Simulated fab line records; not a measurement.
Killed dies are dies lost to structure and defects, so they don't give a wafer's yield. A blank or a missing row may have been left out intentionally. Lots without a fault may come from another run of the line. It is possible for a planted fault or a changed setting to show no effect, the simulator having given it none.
2 desks looking at one fault / flow n5Finfet / each desk holds nothing but its own numbers, with what lay behind them at the end

## AT THE TOOL OWNER'S DESK: rieDiel-03
The tool's own readings at N5_BEOL_M2_TRENCH_ETCH_37 (etches SiOC in C4F6/O2, target depth 55.555 nm, time 29.2 s): means of the sampled wafers that have a number, for each lot that ran on this tool. Any lot whose mean is over 4 standard deviations away from the usual mean is out of limits and marked OUT; that distance is given in the brackets.
Columns: A = biasW at N5_BEOL_M2_TRENCH_ETCH_37, usual 185.0 W; B = drypumpMotorCurrentA at N5_BEOL_M2_TRENCH_ETCH_37, usual 5.9 A; C = oesProductAu at N5_BEOL_M2_TRENCH_ETCH_37, usual 0.77 a.u.; D = rfVppV at N5_BEOL_M2_TRENCH_ETCH_37, usual 660 V; E = showerheadPlenumPTorr at N5_BEOL_M2_TRENCH_ETCH_37, usual 2.86 Torr; F = throttleValvePct at N5_BEOL_M2_TRENCH_ETCH_37, usual 20.93 %
lot=L607; first seen here=day 7 21:26; A=184.1; B=5.7; C=0.78; D=647; E=2.88; F=21.13
lot=L610; first seen here=day 8 06:15; A=184.6; B=5.7; C=0.75; D=653; E=2.86; F=20.98
lot=L614; first seen here=day 8 09:56; A=185.2; B=5.9; C=0.76; D=655; E=2.81; F=20.78
lot=L618; first seen here=day 9 22:50; A=156.7 (-49) OUT; B=5.9; C=0.72; D=574 (-5.0) OUT; E=2.81; F=20.79
lot=L619; first seen here=day 10 05:58; A=156.8 (-49) OUT; B=5.4; C=0.74; D=582 (-4.6) OUT; E=2.86; F=20.90
This desk's finding: out of limits on L618, L619; first on L618, day 9 22:50 (biasW at N5_BEOL_M2_TRENCH_ETCH_37). In limits: L607, L610, L614.

## METROLOGY DESK
What the gauges read, lot by lot, whatever tool the lot ran on: means of the sampled wafers that have a number. Any lot whose mean is over 4 standard deviations away from the usual mean is out of limits and marked OUT; that distance is given in the brackets. 7 of its 11 readings are shown, namely those furthest out on some lot.
Columns: A = DIBL_N at N5_BEOL_M4_RC_MEAS_101, usual 36.6 mV/V; B = DIBL_P at N5_BEOL_M4_RC_MEAS_101, usual 36.5 mV/V; C = IOFF_N at N5_BEOL_M4_RC_MEAS_101, usual 0.17 nA/um; D = IOFF_P at N5_BEOL_M4_RC_MEAS_101, usual 0.22 nA/um; E = SS_P at N5_BEOL_M4_RC_MEAS_101, usual 73.4 mV/dec; F = VT_N at N5_BEOL_M4_RC_MEAS_101, usual 249 mV; G = VT_P at N5_BEOL_M4_RC_MEAS_101, usual -250 mV
lot=L607; first seen here=day 7 21:45; A=35.4; B=36.5; C=0.15; D=0.19; E=72.6; F=251; G=-254
lot=L610; first seen here=day 8 06:34; A=35.5; B=34.4; C=0.17; D=0.25; E=73.0; F=249; G=-245
lot=L612; first seen here=day 8 07:38; A=38.5; B=39.4; C=0.23; D=0.28; E=74.3; F=245; G=-246
lot=L614; first seen here=day 8 10:15; A=33.4; B=34.6; C=0.11; D=0.17; E=72.9; F=255; G=-253
lot=L618; first seen here=day 9 23:08; A=35.9; B=35.7; C=0.15; D=0.18; E=73.4; F=250; G=-252
lot=L619; first seen here=day 10 06:16; A=35.5; B=34.4; C=0.15; D=0.19; E=72.5; F=250; G=-247
lot=L620; first seen here=day 10 22:21; A=35.9; B=37.0; C=0.15; D=0.23; E=73.6; F=252; G=-248
lot=L624; first seen here=day 11 03:07; A=36.9; B=36.7; C=0.20; D=0.21; E=73.7; F=245; G=-250
lot=L626; first seen here=day 11 12:59; A=37.0; B=37.5; C=0.18; D=0.24; E=73.3; F=246; G=-247
lot=L629; first seen here=day 12 04:22; A=34.3; B=32.5; C=0.11; D=0.14; E=72.2; F=256; G=-255
This desk's finding: nothing out of limits on any of the 10 lots.

## BROUGHT TOGETHER
The tool owner's desk had the chance to raise an alarm at day 9 22:50 on L618, L619.
Metrology desk: nothing out of limits seen.
The metrology desk has L618, L619 on record, within its limits.
On rieDiel-03, each named lot ran N5_BEOL_M2_TRENCH_ETCH_37.

## WHAT THE SIMULATOR PUT IN
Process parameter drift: rieDiel-03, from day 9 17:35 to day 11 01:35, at N5_BEOL_M2_TRENCH_ETCH_37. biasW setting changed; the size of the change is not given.
Shown lots that were struck: L618, L619.
Hours from the fault's start to each desk's first reading out of limits: the tool owner's desk, 5.
